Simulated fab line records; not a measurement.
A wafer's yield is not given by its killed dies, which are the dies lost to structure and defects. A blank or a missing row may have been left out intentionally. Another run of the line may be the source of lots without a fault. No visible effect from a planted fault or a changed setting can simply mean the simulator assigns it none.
Matching of chambers -- flow nand-harc -- cmp-03 running NHARC_A_STAIRCASE_CMP_450: 4 sister chambers
The step polishes SiO2, target thk 200 nm. 20 wafers are shown with their chamber, then 10 later ones without.

EACH WAFER AND ITS CHAMBER
wafer,chamber,motor-current-A (A)
L075.1,3,9.8
L075.2,2,13.0
L075.3,1,10.5
L075.4,0,13.4
L075.5,2,12.3
L075.6,1,10.8
L077.3,2,12.7
L077.5,1,10.9
L077.6,0,13.5
L082.1,3,9.7
L082.3,1,10.8
L082.6,2,13.0
L086.2,2,12.8
L086.5,3,9.8
L086.6,2,12.3
L084.4,2,12.1
L084.5,2,11.9
L084.6,3,9.5
L084.1,0,13.9
L084.2,1,10.8

SIGNATURES, as means of the wafers listed above
reading,chamber 0,chamber 1,chamber 2,chamber 3,scatter within a chamber
motor-current-A,13.600,10.760,12.512,9.700,0.308
Rule: distance of a wafer from a chamber = root of the sum over the readings of ((wafer's reading minus chamber's mean) / reading's scatter) squared. If the next closest chamber is less than 2 further off than the closest, the wafer can't be placed; otherwise it belongs to the closest. The scatter: take each reading less its chamber's mean, square it, sum over the shown wafers, divide by the number of wafers less the number of chambers, and take the root.

WAFERS WITH NO CHAMBER GIVEN
wafer,motor-current-A (A)
L084.3,9.5
L089.1,13.5
L089.2,10.3
L089.4,9.7
L089.3,12.1
L089.5,11.1
L089.6,13.1
L090.1,11.1
L090.2,12.9
L090.4,9.9

WHICH CHAMBER EACH ONE RAN IN
wafer,from the rows above,in truth
L084.3,3,3
L089.1,0,0
L089.2,can't be placed: 1 or 3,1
L089.4,3,3
L089.3,2,2
L089.5,1,1
L089.6,can't be placed: 0 or 2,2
L090.1,1,1
L090.2,can't be placed: 2 or 0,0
L090.4,3,3
Correct placement for 7 of the 10. Unplaceable from these rows: 3, with the true chamber sitting among the candidates in 3. Placed wrongly: 0.
